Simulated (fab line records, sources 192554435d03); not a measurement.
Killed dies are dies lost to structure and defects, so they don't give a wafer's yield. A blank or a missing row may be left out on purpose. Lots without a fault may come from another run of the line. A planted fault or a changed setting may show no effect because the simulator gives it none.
fab line records | flow n5_finfet
record lots=7 wafers=21
route steps=1938 shown BEOL_M5@1132 BEOL_M6@1194 BEOL_M7@1270 BEOL_M8@1332
start_h: hours from the record's first day to the start of the lot's first wafer shown | wait_h: hours since the lot's step before | " the same as in the row above | L1.1+2: a row that stands for several wafers | - no value, or no start given | * or withheld: withheld | < > ~ a bound
route shown NAME@n: a module of which the file shows steps, and the number in the route of the first | usual: mean/standard deviation of fault-free wafers | same: alike in all rows | chamber/n: place in a boat | sites: the reading at each site | _std_site: their standard deviation | _edge_site: outer sites' mean less inner sites' | radius_mm: how far each site lies from the wafer's centre | mask NAME#n: copy n | behind: the tool/chamber that last shaped the wafer | hold: why the lot was held/for how many hours/how that ended | device: the transistor (n, p or np) that didn't switch | end of line: the same wafers' tests at the end of the route | a step without rows: its recipe alone | killed: dies lost to structure and defects at the first sort, not the wafer's yield | map: a wafer's dies, x killed, . not, _ none there
set.NAME: the setting as run; set.NAME@STEP: as run at that earlier step | model.NAME: the simulator's own value behind a step, which no gauge read
lots whose settings were changed on purpose; a table a step, a row a wafer
## steps
# step N5_BEOL_M5_ETCH_62
# recipe chemistry=N2/H2 target=SOC target_depth_a=750 overetch_a=150 mask_material=SiARC temp_c=40 time_s=112.5 ion_energy_ev=200 pressure_mtorr=30 source_w=840 bias_w=150 n2_flow_sccm=200 h2_flow_sccm=200
# usual rf_vpp_V=524.7/2.6
# columns lot.wafer tool chamber start_h wait_h set.source_w rf_vpp_V
L075.1 rie_diel-02 2 180.00 0.0 840 521.5
L075.2 " 1 " " 840 527.7
L075.3 " 0 " " 840 527.2
L076.3 rie_diel-02 0 182.71 0.0 984.2 499.7
L076.4 " 1 " " 840 525.0
L076.6 " 0 " " 840 527.5
L081.1 rie_diel-02 0 214.10 0.0 840 527.7
L081.2 " 3 " " 765.2 545.5
L081.3 " 2 " " 765.2 537.4
L083.1 rie_diel-06 1 217.05 0.0 840 525.5
L083.2 " 2 " " 840 524.0
L083.3 " 3 " " 840 528.1
L086.3 rie_diel-06 1 248.93 0.0 947 504.7
L086.4 " 3 " " 947 507.5
L086.6 " 2 " " 947 503.9
L089.1 rie_diel-03 2 252.04 0.0 980.2 495.7
L089.3 " 3 " " 840 523.2
L089.4 " 1 " " 840 524.5
L090.4 rie_diel-03 0 261.10 0.0 750 542.3
L090.5 " 3 " " 750 541.7
L090.6 " 2 " " 840 520.4
# step N5_BEOL_M6_ILD_DEP_00
# recipe material=SiCOH_lowk target_thk_a=1797.5 temp_c=300 precursor=DEMS/porogen pressure_torr=5 rf_w=500 time_s=33.4
# columns lot.wafer tool chamber start_h wait_h set.time_s model.SiCOH_lowk_of_BEOL_M6_ILD_DEP_00.thk_nm
L075.1+2 pecvd-02 1,2 188.48 0.0 33.4 176.8
L075.3 " 0 " " 33.4 176.6
L076.3 pecvd-04 1 192.32 0.0 36.07 193
L076.4 " 0 " " 36.07 193.6
L076.6 " 2 " " 36.07 194.4
L081.1 pecvd-02 2 223.67 0.0 29.46 156
L081.2 " 1 " " 33.4 179.8
L081.3 " 0 " " 29.46 159
L083.1 pecvd-01 2 226.84 0.0 33.4 175.4
L083.2 " 0 " " 33.4 179.6
L083.3 " 1 " " 34.76 182.4
L086.3 pecvd-04 0 259.94 0.0 33.4 175.4
L086.4 " 1 " " 33.4 179.4
L086.6 " 0 " " 33.4 179.6
L089.1 pecvd-04 1 261.24 0.0 33.4 175.4
L089.3 " 2 " " 33.4 175.6
L089.4 " 0 " " 33.4 179.4
L090.4 pecvd-01 1 269.31 0.1 33.4 179.2
L090.5 " 1 " " 33.4 177.8
L090.6 " 2 " " 33.4 178.2
# step N5_BEOL_M6_CURE_74
# recipe temp_c=385 time_s=240 ambient=He/Ar material=SiCOH_lowk
# columns lot.wafer tool chamber start_h wait_h set.time_s@BEOL_M6_ILD_DEP_00 model.SiCOH_lowk_of_BEOL_M6_ILD_DEP_00.thk_nm
L075.1 uv_cure-01 0 188.55 0.0 33.4 152.6
L075.2 " 0 " " 33.4 152.4
L075.3 " 0 " " 33.4 152.2
L076.3 uv_cure-02 1 192.55 0.2 36.07 166.4
L076.4 " 1 " " 36.07 167
L076.6 " 1 " " 36.07 167.8
L081.1 uv_cure-02 1 223.73 0.0 29.46 134.4
L081.2 " 1 " " 33.4 155
L081.3 " 1 " " 29.46 136.8
L083.1 uv_cure-02 2 226.90 0.0 33.4 151.2
L083.2 " 2 " " 33.4 154.8
L083.3 " 2 " " 34.76 157.4
L086.3 uv_cure-03 2 260.16 0.2 33.4 151.2
L086.4+6 " 2 " " 33.4 154.8
L089.1 uv_cure-01 1 261.43 0.2 33.4 151.2
L089.3 " 1 " " 33.4 151.4
L089.4 " 1 " " 33.4 154.6
L090.4 uv_cure-02 2 269.62 0.3 33.4 154.6
L090.5 " 2 " " 33.4 153.2
L090.6 " 2 " " 33.4 153.6
# step N5_BEOL_M6_THK_MEAS_01
# recipe reads=SiCOH_lowk_of_BEOL_M6_ILD_DEP_00
# usual M6_ILD_THK=154.3/2
# columns lot.wafer tool chamber start_h wait_h set.time_s@BEOL_M6_ILD_DEP_00 M6_ILD_THK[nm]
L075.1 film_metro-02 - 189.06 0.4 33.4 152.6
L075.2 " - " " 33.4 152.4
L075.3 " - " " 33.4 152.2
L076.3 film_metro-02 - 192.91 0.3 36.07 166.6
L076.4 " - " " 36.07 167.0
L076.6 " - " " 36.07 167.9
L081.1 film_metro-01 - 224.24 0.4 29.46 134.4
L081.2 " - " " 33.4 154.9
L081.3 " - " " 29.46 136.9
L083.1 film_metro-01 - 227.41 0.4 33.4 151.3
L083.2 " - " " 33.4 154.8
L083.3 " - " " 34.76 157.4
L086.3 film_metro-02 - 260.52 0.3 33.4 151.3
L086.4 " - " " 33.4 154.8
L086.6 " - " " 33.4 154.7
L089.1 film_metro-02 - 261.94 0.4 33.4 151.3
L089.3 " - " " 33.4 151.4
L089.4 " - " " 33.4 154.7
L090.4 film_metro-02 - 269.89 0.2 33.4 154.6
L090.5 " - " " 33.4 153.2
L090.6 " - " " 33.4 153.6
# step N5_BEOL_M6_EXPOSE_08
# recipe mask_id=M6 na=1.35 source_shape=dipole sigma_inner=0.817 sigma_outer=0.97 polarization=te dose_mj=68.25
# columns lot.wafer tool chamber start_h wait_h mask set.dose_mj
L075.1+2+3 arfi_scanner-03 0 191.18 - M6#0 68.25
L076.3 arfi_scanner-02 0 194.92 - M6#0 63.35
L076.4+6 " 0 " " M6#0 68.25
L081.1+2+3 arfi_scanner-01 0 225.23 - M6#0 68.25
L083.1+2 arfi_scanner-01 0 228.34 - M6#0 64.51
L083.3 " 0 " " M6#0 68.25
L086.3+6 arfi_scanner-03 0 261.40 - M6#0 66.07
L086.4 " 0 " " M6#0 68.25
L089.1+3+4 arfi_scanner-01 0 262.60 - M6#0 68.25
L090.4+5 arfi_scanner-01 0 271.65 - M6#0 68.25
L090.6 " 0 " " M6#0 69.94
# step N5_BEOL_M6_PEB_09
# recipe peb_temp_c=withheld peb_time_s=60 resist=CAR-ArF
# step N5_BEOL_M6_DEVELOP_10
# recipe develop_time_s=30 developer=TMAH resist=CAR-ArF rinse_liquid=diw dry=air_spin dev_temp_c=23
# step N5_BEOL_M6_CD_MEAS_11
# recipe target_cd_nm=38.5 landing_energy_ev=500 detector=se_inlens polarity=opening
# usual cd_nm=38.5/0.39
# columns lot.wafer tool chamber start_h wait_h set.dose_mj@BEOL_M6_EXPOSE_08 cd_nm
L075.1 cd_sem-02 0 191.31 - 68.25 38.6
L075.2 " 0 " " 68.25 38.7
L075.3 " 0 " " 68.25 39.2
L076.3 cd_sem-01 0 195.03 - 63.35 34.5
L076.4 " 0 " " 68.25 38.4
L076.6 " 0 " " 68.25 38.6
L081.1 cd_sem-03 0 225.36 - 68.25 38.8
L081.2 " 0 " " 68.25 38.5
L081.3 " 0 " " 68.25 38.0
L083.1 cd_sem-02 0 228.47 - 64.51 35.1
L083.2 " 0 " " 64.51 35.3
L083.3 " 0 " " 68.25 37.8
L086.3 cd_sem-03 0 261.52 - 66.07 37.0
L086.4 " 0 " " 68.25 38.4
L086.6 " 0 " " 66.07 37.3
L089.1 cd_sem-01 0 262.73 - 68.25 38.5
L089.3 " 0 " " 68.25 38.4
L089.4 " 0 " " 68.25 38.3
L090.4 cd_sem-03 0 271.76 - 68.25 38.2
L090.5 " 0 " " 68.25 38.3
L090.6 " 0 " " 69.94 39.9
# step N5_BEOL_M6_DESCUM_16
# recipe chemistry=O2 time_s=7.9 source_power_w=50 bias_power_w=20 pressure_mtorr=20 rf_frequency_hz=2.712e+07 temp_c=40 resist=CAR-ArF o2_flow_sccm=225
# step N5_BEOL_M6_ETCH_61
# recipe chemistry=CF4 target=SiARC target_depth_a=455 mask_material=CAR-ArF time_s=75.8 ion_energy_ev=80 pressure_mtorr=40 source_w=545 bias_w=36 Ar_flow_sccm=100 cf4_flow_sccm=100 ends=cleared
# columns lot.wafer tool chamber start_h wait_h set.dose_mj@BEOL_M6_EXPOSE_08 model.BEOL_M6.cd_offset_nm
L075.1 rie_diel-05 0 191.58 0.0 68.25 -0.2
L075.2 " 1 " " 68.25 0
L075.3 " 3 " " 68.25 0.6
L076.3 rie_diel-04 3 196.03 0.0 63.35 -3.8
L076.4 " 0 " " 68.25 -0.2
L076.6 " 3 " " 68.25 0
L081.1 rie_diel-04 1 225.81 0.0 68.25 0.6
L081.2 " 3 " " 68.25 0.2
L081.3 " 0 " " 68.25 -0.2
L083.1 rie_diel-01 1 228.79 0.0 64.51 -3.4
L083.2 " 0 " " 64.51 -3
L083.3 " 3 " " 68.25 -0.8
L086.3 rie_diel-05 3 261.64 0.0 66.07 -1.4
L086.4 " 0 " " 68.25 0
L086.6 " 2 " " 66.07 -1.2
L089.1+3+4 rie_diel-04 3,2,1 262.85 0.0 68.25 0
L090.4 rie_diel-05 0 271.88 0.0 68.25 -0.2
L090.5 " 2 " " 68.25 -0.6
L090.6 " 3 " " 69.94 1.6
# step N5_BEOL_M6_ETCH_62
# recipe chemistry=N2/H2 target=SOC target_depth_a=1100 overetch_a=220 mask_material=SiARC temp_c=40 time_s=165 ion_energy_ev=200 pressure_mtorr=30 source_w=840 bias_w=150 n2_flow_sccm=200 h2_flow_sccm=200
# columns lot.wafer tool chamber start_h wait_h set.dose_mj@BEOL_M6_EXPOSE_08 model.BEOL_M6.cd_offset_nm
L075.1 rie_diel-05 0 191.64 0.0 68.25 -0.2
L075.2 " 1 " " 68.25 0
L075.3 " 3 " " 68.25 0.6
L076.3 rie_diel-04 3 196.09 0.0 63.35 -3.6
L076.4 " 0 " " 68.25 -0.2
L076.6 " 3 " " 68.25 0.2
L081.1 rie_diel-04 1 225.87 0.0 68.25 0.8
L081.2 " 3 " " 68.25 0.2
L081.3 " 0 " " 68.25 0
L083.1 rie_diel-01 1 228.84 0.0 64.51 -3.2
L083.2 " 0 " " 64.51 -2.8
L083.3 " 3 " " 68.25 -0.6
L086.3 rie_diel-05 3 261.69 0.0 66.07 -1.4
L086.4 " 0 " " 68.25 0
L086.6 " 2 " " 66.07 -1
L089.1 rie_diel-04 3 262.91 0.0 68.25 0
L089.3 " 2 " " 68.25 -0.2
L089.4 " 1 " " 68.25 0.2
L090.4 rie_diel-05 0 271.94 0.0 68.25 -0.2
L090.5 " 2 " " 68.25 -0.6
L090.6 " 3 " " 69.94 1.4
# step N5_BEOL_M6_STRIP_68
# recipe chemistry=N2/H2 temp_c=40 n2_flow_sccm=200 h2_flow_sccm=200 rf_frequency_hz=6e+07
# step N5_BEOL_M6_STRIP_67
# recipe chemistry=CF4 resist=SiARC power_w=300 bias_power_w=75 pressure_mtorr=50 cf4_flow_sccm=150 rf_frequency_hz=6e+07
# step N5_BEOL_M6_HM_OPEN_17
# recipe chemistry=Cl2/BCl3 target_depth_a=200 overetch_a=60 target=TiN mask_material=SOC ion_energy_ev=150 pressure_mtorr=10 icp_w=1000 bias_w=126 Cl2_flow_sccm=53.25 bcl3_flow_sccm=21.75 Ar_flow_sccm=25
# step N5_BEOL_M6_STRIP_19
# recipe chemistry=O2 power_w=400 temp_c=40 pressure_mtorr=30 rf_frequency_hz=6e+07 bias_power_w=0 overash_fraction=0.2 o2_flow_sccm=225
# step N5_BEOL_M6_CD_MEAS_18
# recipe pitch_nm=80 target_cd_nm=40
# usual cd_nm=40.1/0.45
# columns lot.wafer tool chamber start_h wait_h set.dose_mj@BEOL_M6_EXPOSE_08 cd_nm
L075.1 cd_sem-01 - 192.41 0.0 68.25 39.8
L075.2 " - " " 68.25 40.1
L075.3 " - " " 68.25 40.8
L076.3 cd_sem-03 - 196.78 0.1 63.35 36.3
L076.4 " - " " 68.25 39.9
L076.6 " - " " 68.25 40.7
L081.1 cd_sem-01 - 226.24 0.0 68.25 40.9
L081.2 " - " " 68.25 40.5
L081.3 " - " " 68.25 39.8
L083.1 cd_sem-01 - 229.22 0.0 64.51 37.2
L083.2 " - " " 64.51 37.4
L083.3 " - " " 68.25 39.4
L086.3 cd_sem-03 - 262.06 0.1 66.07 38.8
L086.4 " - " " 68.25 40.1
L086.6 " - " " 66.07 39.1
L089.1 cd_sem-01 - 263.36 0.0 68.25 39.5
L089.3 " - " " 68.25 39.2
L089.4 " - " " 68.25 40.1
L090.4 cd_sem-03 - 272.31 0.1 68.25 39.9
L090.5 " - " " 68.25 39.4
L090.6 " - " " 69.94 41.6
# step N5_BEOL_M6_COAT_63
# recipe resist=SOC temp_c=250 time_s=60 spin_rpm=1500 resist_thk_nm=60
# step N5_BEOL_M6_COAT_64
# recipe resist=SiARC temp_c=220 time_s=60 spin_rpm=1500 resist_thk_nm=12
# step N5_BEOL_M6_PRECLEAN_42
# recipe chemistry=residue_remover time_s=60 temp_c=40
# step N5_BEOL_M6_SRD_43
# recipe time_s=30 temp_c=23 rinse_liquid=diw dry=ipa_marangoni
# step N5_BEOL_M6_CD_MEAS_35
# recipe target_cd_nm=40 target_cd_y_nm=28 polarity=opening
# usual cd_nm=40.1/0.48
# columns lot.wafer tool chamber start_h wait_h set.dose_mj@BEOL_M6_EXPOSE_08 cd_nm
L075.1 cd_sem-01 - 195.88 0.0 68.25 39.7
L075.2 " - " " 68.25 39.8
L075.3 " - " " 68.25 40.6
L076.3 cd_sem-03 - 198.25 0.0 63.35 36.5
L076.4 " - " " 68.25 39.6
L076.6 " - " " 68.25 40.1
L081.1 cd_sem-02 - 227.55 0.0 68.25 41.0
L081.2 " - " " 68.25 40.3
L081.3 " - " " 68.25 39.7
L083.1 cd_sem-01 - 230.28 0.0 64.51 36.4
L083.2 " - " " 64.51 36.7
L083.3 " - " " 68.25 39.0
L086.3 cd_sem-01 - 263.20 0.0 66.07 38.8
L086.4 " - " " 68.25 40.0
L086.6 " - " " 66.07 39.2
L089.1 cd_sem-02 - 266.97 0.0 68.25 40.0
L089.3 " - " " 68.25 39.5
L089.4 " - " " 68.25 39.9
L090.4 cd_sem-03 - 273.55 0.0 68.25 40.0
L090.5 " - " " 68.25 39.5
L090.6 " - " " 69.94 41.5
# step N5_BEOL_M7_COAT_05
# recipe resist=CAR-ArF spin_rpm=1500 resist_thk_nm=90
# columns lot.wafer tool chamber start_h wait_h set.spin_rpm model.CAR-ArF_of_BEOL_M7_COAT_05.thk_nm
L075.1+3 litho_track-05 0 - - 1500 90
L075.2 " 0 " " 1500 90.2
L076.3+6 litho_track-03 0 - - 1425 92.4
L076.4 " 0 " " 1500 90.2
L081.1+3 litho_track-05 0 - - 1433 91.8
L081.2 " 0 " " 1500 90
L083.1+2+3 litho_track-03 0 - - 1500 90.2
L086.3 litho_track-01 0 - - 1657 86
L086.4 " 0 " " 1657 86.2
L086.6 " 0 " " 1500 90.4
L089.1 litho_track-01 0 - - 1500 90.2
L089.3 " 0 " " 1500 89.8
L089.4 " 0 " " 1500 90
L090.4+5+6 litho_track-05 0 - - 1500 90
# step N5_BEOL_M7_EBR_07
# recipe solvent=PGMEA ebr_width_mm=1.5
# step N5_BEOL_M7_SOFTBAKE_06
# recipe temp_c=110 time_s=60 resist=CAR-ArF
# step N5_BEOL_M7_EXPOSE_08
# recipe mask_id=M7 na=1.35 source_shape=dipole sigma_inner=0.817 sigma_outer=0.97 polarization=te dose_mj=68.25
# step N5_BEOL_M7_PEB_09
# recipe peb_temp_c=withheld peb_time_s=60 resist=CAR-ArF
# step N5_BEOL_M7_DEVELOP_10
# recipe develop_time_s=30 developer=TMAH resist=CAR-ArF rinse_liquid=diw dry=air_spin dev_temp_c=23
# columns lot.wafer tool chamber start_h wait_h set.spin_rpm@BEOL_M7_COAT_05 model.CAR-ArF_of_BEOL_M7_COAT_05.thk_nm
L075.1+2 litho_track-05 0 - - 1500 88.4
L075.3 " 0 " " 1500 88.2
L076.3+6 litho_track-03 0 - - 1425 90.6
L076.4 " 0 " " 1500 88.4
L081.1 litho_track-05 0 - - 1433 90
L081.2 " 0 " " 1500 88.2
L081.3 " 0 " " 1433 90.2
L083.1+2 litho_track-01 0 - - 1500 88.6
L083.3 " 0 " " 1500 88.4
L086.3+4 litho_track-05 0 - - 1657 84.4
L086.6 " 0 " " 1500 88.8
L089.1 litho_track-03 0 - - 1500 88.6
L089.3 " 0 " " 1500 88.2
L089.4 " 0 " " 1500 88.4
L090.4 litho_track-03 0 - - 1500 88.4
L090.5+6 " 0 " " 1500 88.2
# step N5_BEOL_M7_ETCH_61
# recipe chemistry=CF4 target=SiARC target_depth_a=455 mask_material=CAR-ArF time_s=75.8 ion_energy_ev=80 pressure_mtorr=40 source_w=545 bias_w=36 Ar_flow_sccm=100 cf4_flow_sccm=100 ends=cleared
# usual etch_rf_on_time_s=75.5/1.3 rf_vpp_V=184.3/1.3
# columns lot.wafer tool chamber start_h wait_h set.source_w etch_rf_on_time_s rf_vpp_V
L075.1 rie_diel-02 3 201.08 0.0 545 72.3 186.3
L075.2 " 1 " " 545 75.2 185.4
L075.3 " 2 " " 545 76.7 183.9
L076.3 rie_diel-03 2 204.80 0.0 545 77.2 182.4
L076.4 " 1 " " 545 77.0 185.3
L076.6 " 3 " " 545 73.9 183.1
L081.1 rie_diel-02 2 231.60 0.0 545 76.4 183.5
L081.2 " 0 " " 482.4 84.5 192.5
L081.3 " 3 " " 482.4 81.8 192.2
L083.1 rie_diel-03 3 234.14 0.0 545 74.1 181.8
L083.2 " 0 " " 625.4 66.8 174.1
L083.3 " 1 " " 545 77.1 185.7
L086.3 rie_diel-06 2 272.81 0.0 545 76.3 182.8
L086.4 " 3 " " 637 67.3 176.2
L086.6 " 2 " " 637 66.4 174.0
L089.1 rie_diel-03 3 272.85 0.0 545 74.7 182.7
L089.3 " 2 " " 545 76.7 182.7
L089.4 " 0 " " 545 75.0 183.3
L090.4 rie_diel-03 0 278.36 0.0 545 75.2 182.6
L090.5 " 1 " " 639.5 66.6 175.6
L090.6 " 0 " " 545 75.3 183.5
# step N5_BEOL_M8_ILD_DEP_00
# recipe material=SiCOH_lowk target_thk_a=1797.5 temp_c=300 precursor=DEMS/porogen pressure_torr=5 rf_w=500 time_s=33.4
# columns lot.wafer tool chamber start_h wait_h set.temp_c model.SiCOH_lowk_of_BEOL_M8_ILD_DEP_00.thk_nm
L075.1 pecvd-03 2 206.64 0.0 300 177.4
L075.2 " 1 " " 300 177.6
L075.3 " 2 " " 300 180.6
L076.3 pecvd-03 2 208.39 0.1 300 183.2
L076.4 " 1 " " 300 181.6
L076.6 " 1 " " 304.8 178.6
L081.1 pecvd-02 1 240.34 0.0 300 182.2
L081.2 " 2 " " 300 182.6
L081.3 " 0 " " 304.3 179.2
L083.1+3 pecvd-02 0,1 240.62 0.0 305.3 174.2
L083.2 " 2 " " 300 181.6
L086.3+6 pecvd-03 2,0 277.29 0.0 296.3 184.2
L086.4 " 2 " " 296.3 186.6
L089.1 pecvd-03 1 278.76 0.0 300 181.2
L089.3 " 2 " " 300 180.4
L089.4 " 0 " " 304.6 177.2
L090.4 pecvd-03 1 283.53 0.1 303.8 178.2
L090.5 " 2 " " 300 182.2
L090.6 " 0 " " 300 180.8
# step N5_BEOL_M8_CURE_74
# recipe temp_c=385 time_s=240 ambient=He/Ar material=SiCOH_lowk
# columns lot.wafer tool chamber start_h wait_h set.temp_c@BEOL_M8_ILD_DEP_00 model.SiCOH_lowk_of_BEOL_M8_ILD_DEP_00.thk_nm
L075.1 uv_cure-02 2 206.73 0.1 300 153
L075.2 " 2 " " 300 153.2
L075.3 " 2 " " 300 155.8
L076.3 uv_cure-03 0 208.61 0.2 300 158
L076.4 " 0 " " 300 156.6
L076.6 " 0 " " 304.8 154
L081.1 uv_cure-03 0 240.40 0.0 300 157.2
L081.2 " 0 " " 300 157.4
L081.3 " 0 " " 304.3 154.6
L083.1+3 uv_cure-01 0 240.69 0.0 305.3 150.2
L083.2 " 0 " " 300 156.6
L086.3 uv_cure-01 0 277.52 0.2 296.3 158.8
L086.4 " 0 " " 296.3 161
L086.6 " 0 " " 296.3 159
L089.1 uv_cure-01 2 278.82 0.0 300 156.2
L089.3 " 2 " " 300 155.6
L089.4 " 2 " " 304.6 152.8
L090.4 uv_cure-03 2 283.81 0.3 303.8 153.6
L090.5 " 2 " " 300 157.2
L090.6 " 2 " " 300 156
# step N5_BEOL_M8_THK_MEAS_01
# recipe reads=SiCOH_lowk_of_BEOL_M8_ILD_DEP_00
# usual M8_ILD_THK=155.9/1.9
# columns lot.wafer tool chamber start_h wait_h set.temp_c@BEOL_M8_ILD_DEP_00 M8_ILD_THK[nm]
L075.1 film_metro-01 - 207.24 0.4 300 152.9
L075.2 " - " " 300 153.1
L075.3 " - " " 300 155.7
L076.3 film_metro-01 - 208.97 0.3 300 157.9
L076.4 " - " " 300 156.5
L076.6 " - " " 304.8 153.9
L081.1 film_metro-02 - 240.91 0.4 300 157.3
L081.2 " - " " 300 157.5
L081.3 " - " " 304.3 154.7
L083.1 film_metro-01 - 241.20 0.4 305.3 150.0
L083.2 " - " " 300 156.7
L083.3 " - " " 305.3 150.3
L086.3 film_metro-01 - 277.87 0.3 296.3 158.9
L086.4 " - " " 296.3 160.8
L086.6 " - " " 296.3 159.0
L089.1 film_metro-01 - 279.33 0.4 300 156.3
L089.3 " - " " 300 155.5
L089.4 " - " " 304.6 152.8
L090.4 film_metro-01 - 284.08 0.2 303.8 153.5
L090.5 " - " " 300 157.3
L090.6 " - " " 300 156.0
## key
split step=N5_BEOL_M5_ETCH_62 setting=source_w stated=840 by=wafer
response step=N5_BEOL_M5_ETCH_62 reading=rf_vpp_V change=-1.67 per=1% r=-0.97
split step=N5_BEOL_M6_ILD_DEP_00 setting=time_s stated=33.4 by=wafer
response step=N5_BEOL_M6_ILD_DEP_00 reading=model.SiCOH_lowk_of_BEOL_M6_ILD_DEP_00.thk_nm change=+1.82 per=1% r=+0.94
response step=N5_BEOL_M6_CURE_74 reading=model.SiCOH_lowk_of_BEOL_M6_ILD_DEP_00.thk_nm change=+1.58 per=1% r=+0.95
response step=N5_BEOL_M6_THK_MEAS_01 reading=M6_ILD_THK change=+1.58 per=1% r=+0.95
split step=N5_BEOL_M6_EXPOSE_08 setting=dose_mj stated=68.25 by=wafer
response step=N5_BEOL_M6_CD_MEAS_11 reading=cd_nm change=+0.524 per=1% r=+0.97
response step=N5_BEOL_M6_ETCH_61 reading=model.BEOL_M6.cd_offset_nm change=+0.499 per=1% r=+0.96
response step=N5_BEOL_M6_ETCH_62 reading=model.BEOL_M6.cd_offset_nm change=+0.483 per=1% r=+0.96
response step=N5_BEOL_M6_CD_MEAS_18 reading=cd_nm change=+0.505 per=1% r=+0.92
response step=N5_BEOL_M6_CD_MEAS_35 reading=cd_nm change=+0.46 per=1% r=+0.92
split step=N5_BEOL_M7_COAT_05 setting=spin_rpm stated=1500 by=wafer
response step=N5_BEOL_M7_COAT_05 reading=model.CAR-ArF_of_BEOL_M7_COAT_05.thk_nm change=-0.415 per=1% r=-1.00
response step=N5_BEOL_M7_DEVELOP_10 reading=model.CAR-ArF_of_BEOL_M7_COAT_05.thk_nm change=-0.424 per=1% r=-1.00
split step=N5_BEOL_M7_ETCH_61 setting=source_w stated=545 by=wafer
response step=N5_BEOL_M7_ETCH_61 reading=etch_rf_on_time_s change=* per=1% r=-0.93
response step=N5_BEOL_M7_ETCH_61 reading=rf_vpp_V change=-0.54 per=1% r=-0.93
split step=N5_BEOL_M8_ILD_DEP_00 setting=temp_c stated=300 by=wafer
response step=N5_BEOL_M8_ILD_DEP_00 reading=model.SiCOH_lowk_of_BEOL_M8_ILD_DEP_00.thk_nm change=-2.86 per=1% r=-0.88
response step=N5_BEOL_M8_CURE_74 reading=model.SiCOH_lowk_of_BEOL_M8_ILD_DEP_00.thk_nm change=-2.48 per=1% r=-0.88
response step=N5_BEOL_M8_THK_MEAS_01 reading=M8_ILD_THK change=-2.51 per=1% r=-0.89
